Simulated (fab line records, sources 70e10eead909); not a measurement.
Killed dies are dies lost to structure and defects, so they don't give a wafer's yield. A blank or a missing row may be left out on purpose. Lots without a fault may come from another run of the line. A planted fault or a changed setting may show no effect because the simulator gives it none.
fab line records | flow nand_harc
record lots=7 wafers=20 last_day=33
route steps=1302 shown A_SGD_CUT@901
lots that met no fault: from a run of the same line without faults
start_h: hours from the record's first day to the start of the lot's first wafer shown | wait_h: hours since the lot's step before | " the same as in the row above | L1.1+2: a row that stands for several wafers | - no value, or no start given | * or withheld: withheld | < > ~ a bound
route shown NAME@n: a module of which the file shows steps, and the number in the route of the first | usual: mean/standard deviation of fault-free wafers | same: alike in all rows | chamber/n: place in a boat | sites: the reading at each site | _std_site: their standard deviation | _edge_site: outer sites' mean less inner sites' | radius_mm: how far each site lies from the wafer's centre | mask NAME#n: copy n | behind: the tool/chamber that last shaped the wafer | hold: why the lot was held/for how many hours/how that ended | device: the transistor (n, p or np) that didn't switch | end of line: the same wafers' tests at the end of the route | a step without rows: its recipe alone | killed: dies lost to structure and defects at the first sort, not the wafer's yield | map: a wafer's dies, x killed, . not, _ none there
set.NAME: the setting as run; set.NAME@STEP: as run at that earlier step | model.NAME: the simulator's own value behind a step, which no gauge read
lots at some steps of the route; a table a step, a row a wafer
services: from which hour (start_h, from the record's first day; less than 0 if before it) a tool's chamber was out of use, for how many hours, and why
## steps
# step NHARC_A_SGD_CUT_CD_MEAS_09
# recipe target_cd_nm=100 landing_energy_ev=500
# usual cd_nm=99.8/0.45
# same landing_energy_ev=500
# columns lot.wafer tool chamber start_h wait_h cd_nm
L688.2 cd_sem-02 0 428.22 - 99.4
L688.3 " 0 " " 99.9
L688.4 " 0 " " 100.3
L695.1 cd_sem-02 0 508.56 - 99.3
L695.2 " 0 " " 99.8
L695.4 " 0 " " 99.8
L694.3 cd_sem-02 0 515.61 - 99.8
L694.5 " 0 " " 100.1
L694.6 " 0 " " 100.2
L696.4 cd_sem-03 0 527.13 - 99.5
L696.5 " 0 " " 99.6
L708.3 cd_sem-01 0 651.55 - 100.1
L708.4 " 0 " " 100.0
L708.6 " 0 " " 99.7
L711.1 cd_sem-01 0 659.14 - 100.5
L711.2 " 0 " " 99.2
L711.6 " 0 " " 99.9
L709.1 cd_sem-02 0 659.98 - 100.6
L709.2 " 0 " " 100.0
L709.3 " 0 " " 100.0
# step NHARC_A_SGD_CUT_OVL_MEAS_10
# usual overlay_x_nm=0.0/0.86 overlay_y_nm=-0.3/0.67
# columns lot.wafer tool chamber start_h wait_h overlay_x_nm overlay_y_nm
L688.2 overlay-02 - 428.30 - 1.2 -1.3
L688.3 " - " " 0.0 -0.8
L688.4 " - " " 0.7 -0.8
L695.1 overlay-01 - 508.65 - -0.7 -1.1
L695.2 " - " " -0.6 -0.8
L695.4 " - " " -0.6 -0.9
L694.3 overlay-02 - 515.69 - 0.9 -0.6
L694.5 " - " " 0.3 -0.6
L694.6 " - " " 0.5 -0.7
L696.4 overlay-01 - 527.21 - -1.1 0.3
L696.5 " - " " -0.7 0.2
L708.3 overlay-01 - 651.63 - 1.4 0.2
L708.4 " - " " 1.2 -0.2
L708.6 " - " " 1.2 0.2
L711.1 overlay-01 - 659.23 - -0.4 0.3
L711.2 " - " " 0.2 0.4
L711.6 " - " " 0.1 0.2
L709.1 overlay-02 - 660.07 - 0.3 0.6
L709.2 " - " " 0.5 -0.7
L709.3 " - " " 0.6 0.0
# step NHARC_A_SGD_CUT_INSPECT_11
# usual raw_defect_count=50/25
# columns lot.wafer tool chamber start_h wait_h raw_defect_count
L688.2 defect_inspect-01 - 428.34 0.0 65
L688.3 " - " " 67
L688.4 " - " " 53
L695.1 defect_inspect-01 - 508.68 0.0 20
L695.2 " - " " 24
L695.4 " - " " 22
L694.3 defect_inspect-02 - 515.73 0.0 78
L694.5 " - " " 59
L694.6 " - " " 72
L696.4 defect_inspect-01 - 527.25 0.0 26
L696.5 " - " " 27
L708.3 defect_inspect-02 - 651.67 0.0 46
L708.4 " - " " 56
L708.6 " - " " 59
L711.1 defect_inspect-01 - 659.27 0.0 22
L711.2 " - " " 31
L711.6 " - " " 24
L709.1 defect_inspect-01 - 660.11 0.0 74
L709.2 " - " " 67
L709.3 " - " " 80
# step NHARC_A_SGD_CUT_DESCUM_14
# recipe time_s=3 o2_flow_sccm=200 ar_flow_sccm=0 bias_power_w=0 chemistry=O2
# usual drypump_motor_current_A=5.8/0.46 o2_flow_sccm=200.0/0.57 oes_product_au=1.001/0.0097 rf_vpp_V=57.9/0.92 showerhead_plenum_p_Torr=1.96/0.068 throttle_valve_pct=11.312/0.009
# columns lot.wafer tool chamber start_h wait_h drypump_motor_current_A o2_flow_sccm oes_product_au rf_hours_counter_h rf_vpp_V showerhead_plenum_p_Torr throttle_valve_pct
L688.2 rie_diel-04 0 428.40 0.1 5.1 199.8 1.003 4 57.2 2.04 11.313
L688.3 " 1 " " 6.2 200.2 0.995 4 57.5 2.01 11.324
L688.4 " 2 " " 5.4 199.6 1.000 5 58.8 2.03 11.317
L695.1 rie_diel-04 0 508.74 0.1 5.1 199.5 1.008 9 58.1 2.03 11.313
L695.2 " 1 " " 6.2 199.1 1.001 9 59.1 2.01 11.327
L695.4 " 0 " " 5.1 200.3 0.997 - 59.4 2.03 11.315
L694.3 rie_diel-06 1 515.82 0.1 5.7 200.4 0.995 2 58.0 2.02 11.306
L694.5 " 2 " " 6.1 200.4 1.027 - 58.1 2.01 11.302
L694.6 " 3 " " 5.3 200.5 1.002 - 58.7 2.01 11.314
L696.4 rie_diel-06 0 527.34 0.1 6.5 199.3 1.003 3 57.1 1.84 11.284
L696.5 " 1 " " 5.7 199.1 0.988 - 58.2 2.02 11.316
L708.3 rie_diel-06 2 651.74 0.1 6.1 200.1 1.004 14 57.3 2.01 11.319
L708.6 " 1 " " 5.8 200.0 1.005 - 57.2 2.01 11.319
L708.4 " 2 " " 6.1 200.1 1.011 - 58.1 2.01 11.297
L711.1 rie_diel-05 1 659.33 0.1 6.3 200.5 1.006 3 58.0 1.94 11.319
L711.2 " 3 " " 5.4 200.8 0.992 3 57.1 1.86 11.301
L711.6 " 3 " " 5.4 200.5 0.991 - 58.2 1.86 11.313
L709.2 rie_diel-05 2 660.17 0.1 5.5 199.6 0.999 3 59.5 1.98 11.314
L709.3 " 3 " " 5.4 199.8 0.972 3 59.4 1.86 11.307
L709.1 " 1 " " 6.3 199.1 0.984 3 57.9 1.94 11.320
# step NHARC_A_SGD_CUT_ETCH_58
# recipe target_depth_a=390 over_etch_frac=0.3 time_s=65 ion_energy_ev=80 cf4_flow_sccm=150 ar_flow_sccm=0 rf_w=300 bias_w=100 chemistry=CF4
# step NHARC_A_SGD_CUT_ETCH_59
# recipe target_depth_a=2600 over_etch_frac=0.25 time_s=406.25 ion_energy_ev=200 n2_flow_sccm=150 h2_flow_sccm=150 ar_flow_sccm=0 rf_w=400 bias_w=150 chemistry=N2/H2
# usual drypump_motor_current_A=5.8/0.45 h2_flow_sccm=150.0/0.41 oes_product_au=0.999/0.0085 rf_vpp_V=431.8/2.3 showerhead_plenum_p_Torr=2.09/0.075 throttle_valve_pct=14.171/0.0097
# columns lot.wafer tool chamber start_h wait_h drypump_motor_current_A h2_flow_sccm oes_product_au rf_hours_counter_h rf_vpp_V showerhead_plenum_p_Torr throttle_valve_pct
L688.4 rie_diel-04 3 - - 6.1 150.3 1.006 3 430.4 2.00 14.171
L688.3 " 0 " " 5.1 149.7 1.001 4 434.9 2.17 14.174
L688.2 " 2 " " 5.4 150.2 1.015 5 432.8 2.16 14.163
L695.1 rie_diel-04 1 509.01 0.1 6.2 150.8 0.995 9 432.8 2.14 14.171
L695.2 " 0 " " 5.1 150.2 1.007 9 434.8 2.17 14.176
L695.4 " 1 " " 6.2 150.0 0.978 - 433.6 2.14 14.176
L694.3 rie_diel-06 0 - - 6.5 150.1 0.998 2 427.7 1.96 14.169
L694.6 " 1 " " 5.7 150.1 0.987 - 434.1 2.16 14.185
L694.5 " 2 " " 6.1 149.3 1.005 - 433.3 2.15 14.161
L696.4 rie_diel-06 2 - - 6.2 150.2 1.001 4 433.2 2.15 14.160
L696.5 " 2 " " 6.2 149.5 0.997 - 434.0 2.15 14.143
L708.3 rie_diel-06 2 - - 6.2 149.6 1.017 15 433.0 2.14 14.167
L708.6 " 1 " " 5.7 150.5 0.997 - 431.5 2.15 14.157
L708.4 " 0 " " 6.5 150.2 1.004 - 426.5 1.95 14.169
L711.2 rie_diel-05 1 - - 6.3 149.8 0.996 3 431.7 2.07 14.172
L711.1 " 2 " " 5.5 149.6 0.996 2 432.3 2.11 14.184
L711.6 " 3 " " 5.4 150.5 0.992 - 427.6 1.98 14.171
L709.2 rie_diel-05 2 - - 5.5 150.5 1.007 3 432.6 2.11 14.170
L709.3 " 3 " " 5.4 150.3 0.996 4 427.3 1.98 14.159
L709.1 " 1 " " 6.3 150.1 0.990 4 432.2 2.07 14.170
# step NHARC_A_SGD_CUT_ETCH_15
# recipe target_depth_a=750 time_s=64.3 ch3f_flow_sccm=50 o2_flow_sccm=30 ar_flow_sccm=200 rf_w=500 bias_w=100 chemistry=CH3F/O2
# step NHARC_A_SGD_CUT_ETCH_16
# recipe target_depth_a=3105 time_s=155.2 c4f8_flow_sccm=withheld o2_flow_sccm=8 ar_flow_sccm=withheld rf_w=600 bias_w=800 chemistry=C4F8/O2/Ar
# usual oes_product_au=0.971/0.016 rf_vpp_V=725/3.5
# columns lot.wafer tool chamber start_h wait_h oes_product_au rf_hours_counter_h rf_vpp_V
L688.3 rie_diel-04 2 - - 0.991 5 727
L688.4 " 3 " " 1.017 3 721
L688.2 " 0 " " 0.970 4 730
L695.2 rie_diel-04 1 509.62 0.1 0.977 9 727
L695.1 " 0 " " 0.979 9 728
L695.4 " 0 " " 0.981 - 728
L694.3 rie_diel-06 2 - - 0.985 3 729
L694.5 " 1 " " 0.976 - 728
L694.6 " 2 " " 0.977 - 728
L696.4 rie_diel-06 3 - - 0.983 3 727
L696.5 " 1 " " 0.967 - 729
L708.3 rie_diel-06 2 - - 0.987 15 726
L708.4 " 0 " " 0.984 16 720
L708.6 " 3 " " 1.017 - 729
L711.1 rie_diel-05 1 - - 0.974 3 725
L711.2 " 3 " " 0.963 3 721
L711.6 " 2 " " 0.959 - 727
L709.3 rie_diel-05 2 - - 0.952 3 726
L709.2 " 3 " " 0.955 4 721
L709.1 " 1 " " 0.953 4 724
# step NHARC_A_SGD_CUT_STRIP_60
# recipe c4f8_flow_sccm=withheld o2_flow_sccm=8 ar_flow_sccm=withheld bias_w=0 chemistry=C4F8/O2/Ar
# step NHARC_A_SGD_CUT_STRIP_17
# recipe o2_flow_sccm=500 ar_flow_sccm=0 bias_w=0 chemistry=O2
# usual drypump_motor_current_A=5.8/0.45 o2_flow_sccm=500.2/1.5 oes_product_au=1.000/0.0091 rf_vpp_V=58.0/0.79 showerhead_plenum_p_Torr=3.60/0.12 throttle_valve_pct=17.037/0.0079
# columns lot.wafer tool chamber start_h wait_h drypump_motor_current_A o2_flow_sccm oes_product_au rf_hours_counter_h rf_vpp_V showerhead_plenum_p_Torr throttle_valve_pct
L688.4 rie_diel-04 2 - - 5.4 501.0 1.003 5 57.1 3.73 17.032
L688.3 " 3 " " 6.1 503.2 1.013 3 57.8 3.47 17.050
L688.2 " 0 " " 5.1 498.3 0.987 4 57.3 3.74 17.037
L695.2 rie_diel-04 0 - - 5.1 502.5 1.009 10 57.3 3.74 17.036
L695.1 " 1 " " 6.2 502.8 1.004 9 58.2 3.69 17.026
L695.4 " 0 " " 5.1 501.7 1.009 - 58.6 3.73 17.032
L694.3 rie_diel-06 1 - - 5.8 500.4 0.998 3 58.0 3.71 17.045
L694.6 " 1 " " 5.8 498.9 0.992 - 59.4 3.71 17.045
L694.5 " 2 " " 6.1 499.5 1.014 - 56.8 3.70 17.043
L696.4 rie_diel-06 3 - - 5.3 496.9 1.002 3 58.3 3.69 17.034
L696.5 " 2 " " 6.2 500.0 1.008 - 59.1 3.69 17.036
L708.4 rie_diel-06 2 - - 6.2 500.1 1.009 15 58.7 3.69 17.022
L708.3 " 1 " " 5.8 501.3 0.995 16 58.3 3.70 17.048
L708.6 " 3 " " 5.3 499.8 1.021 - 56.4 3.69 17.037
L711.1 rie_diel-05 1 - - 6.3 501.6 0.997 4 57.0 3.58 17.043
L711.2 " 2 " " 5.5 497.8 0.992 3 57.5 3.64 17.031
L711.6 " 2 " " 5.5 499.5 0.999 - 58.0 3.64 17.043
L709.3 rie_diel-05 2 - - 5.5 502.7 0.987 3 58.2 3.64 17.031
L709.2 " 3 " " 5.4 501.3 0.992 4 58.7 3.44 17.042
L709.1 " 1 " " 6.3 500.8 0.996 4 57.9 3.58 17.035
# step NHARC_A_SGD_CUT_PRECLEAN_18
# recipe time_s=* temp_c=50 bath_age_min=0 chemistry=SC1
# step NHARC_A_SGD_CUT_SRD_19
# step NHARC_A_SGD_CUT_DEP_20
# recipe target_thk_a=1500 temp_c=65 material=SiO2
# columns lot.wafer tool chamber start_h wait_h
L688.2+3+4 fcvd-02 0,1,0 429.55 -
L695.2+1+4 fcvd-02 1,0,1 510.33 -
L694.3+5+6 fcvd-02 0,1,0 516.98 -
L696.4+5 fcvd-02 0,1 528.53 -
L708.4+3+6 fcvd-02 1,0,0 653.00 -
L711.1+2+6 fcvd-01 1,0,0 660.69 -
L709.1+2+3 fcvd-01 1,0,1 661.51 -
# step NHARC_A_SGD_CUT_ANNEAL_27
# recipe temp_c=450 time_s=1800
# step NHARC_A_SGD_CUT_CMP_21
# recipe target_thk_nm=148.19
# usual motor_current_A=11.9/0.81 slurry_flow_ml_min=150.0/0.47 time_to_endpoint_s=49.7/2.9
# columns lot.wafer tool chamber start_h wait_h motor_current_A slurry_flow_ml_min time_to_endpoint_s
L688.2 cmp-01 2 434.70 0.4 11.8 150.5 48.7
L688.4 " 3 " " 14.1 149.1 48.3
L688.3 " 0 " " 11.4 150.4 54.3
L695.2 cmp-03 0 515.14 0.4 11.6 149.8 49.2
L695.4 " 1 " " 12.7 150.2 46.4
L695.1 " 2 " " 12.0 150.7 49.8
L694.3 cmp-03 0 521.52 0.4 11.0 149.3 42.5
L694.5 " 0 " " 11.3 150.0 48.5
L694.6 " 1 " " 12.9 150.2 47.8
L696.4 cmp-01 3 533.33 0.4 13.6 149.6 42.1
L696.5 " 1 " " 10.8 149.7 52.9
L708.3 cmp-01 3 661.17 0.4 13.2 150.1 43.3
L708.4 " 2 " " 12.2 150.4 46.7
L708.6 " 0 " " 11.7 150.0 54.6
L711.2 cmp-03 1 665.69 0.4 13.4 150.6 53.5
L711.1 " 2 " " 11.9 150.3 50.4
L711.6 " 3 " " 12.7 149.8 48.0
L709.1 cmp-03 0 665.79 0.5 10.3 150.4 50.6
L709.3 " 1 " " 12.8 150.8 50.1
L709.2 " 2 " " 11.5 150.1 48.5
# step NHARC_A_SGD_CUT_THK_MEAS_22
# recipe thk_meas_gauge=ellipsometry
# usual thk_nm=147.9/1.4
# columns lot.wafer tool chamber start_h wait_h thk_nm
L688.2 film_metro-01 - 434.93 0.2 149.7
L688.3 " - " " 146.3
L688.4 " - " " 146.9
L695.1 film_metro-02 - 515.37 0.2 145.0
L695.2 " - " " 147.3
L695.4 " - " " 137.2
L694.3 film_metro-02 - 521.78 0.2 133.4
L694.5 " - " " 146.7
L694.6 " - " " 146.8
L696.4 film_metro-01 - 533.51 0.2 137.2
L696.5 " - " " 149.5
L708.3 film_metro-01 - 661.43 0.2 145.8
L708.4 " - " " 146.4
L708.6 " - " " 148.0
L711.1 film_metro-01 - 665.90 0.2 145.4
L711.2 " - " " 145.9
L711.6 " - " " 146.1
L709.1 film_metro-01 - 666.05 0.2 147.5
L709.2 " - " " 146.5
L709.3 " - " " 147.8
# step NHARC_A_SGD_CUT_SRD_23
## services
# columns tool chamber start_h hours kind
rie_diel-06 2 404.67 1.7 repair
rie_diel-05 - 406.60 9.0 pm
fcvd-02 - 413.00 1.0 repair
rie_diel-05 - 422.92 0.5 repair
fcvd-02 - 450.00 13.0 pm
rie_diel-04 - 470.88 1.2 repair
rie_diel-06 - 484.23 9.0 pm
rie_diel-06 1 498.65 4.1 repair
rie_diel-04 2 499.89 12.8 repair
rie_diel-04 3 500.92 15.8 repair
rie_diel-04 - 501.60 0.7 repair
rie_diel-04 - 531.90 9.0 pm
rie_diel-05 1 545.71 4.2 repair
rie_diel-05 1 552.08 10.0 repair
fcvd-02 1 563.91 25.0 repair
rie_diel-05 0 572.87 14.0 repair
rie_diel-05 - 583.60 9.0 pm
rie_diel-04 1 584.49 7.1 repair
rie_diel-04 0 603.18 10.1 repair
rie_diel-05 2 617.42 7.7 repair
fcvd-02 - 631.00 13.0 pm
rie_diel-06 3 648.63 3.7 repair
rie_diel-05 0 656.66 4.6 repair
rie_diel-06 - 661.23 9.0 pm
## key
first_sign step=NHARC_A_SGD_CUT_THK_MEAS_22 reading=thk_nm direction=down sigmas=8.5 usual=147.9 struck=135.9
effect none on later readings
met_at NHARC_A_SGD_CUT_DEP_20
struck_wafers L694.3,L695.4,L696.4
tester_left_out L694,L695,L696
onset_between 429.55 510.33
fault kind=process_parameter_drift tool=fcvd-02 chamber=- onset_h=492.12 steps=NHARC_A_SGD_CUT_DEP_20 channel=target_thk_a offset=* shape=step end_h=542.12 scope=struck_wafers_only acts_in=* stated=*
# tester_left_out: of these lots the tester's yield and bins aren't shown, on N5 and GAA mostly nor the transistor test; their killed dies are dies lost to structure and defects alone, not to doping, threshold or leakage, so they don't give the yield
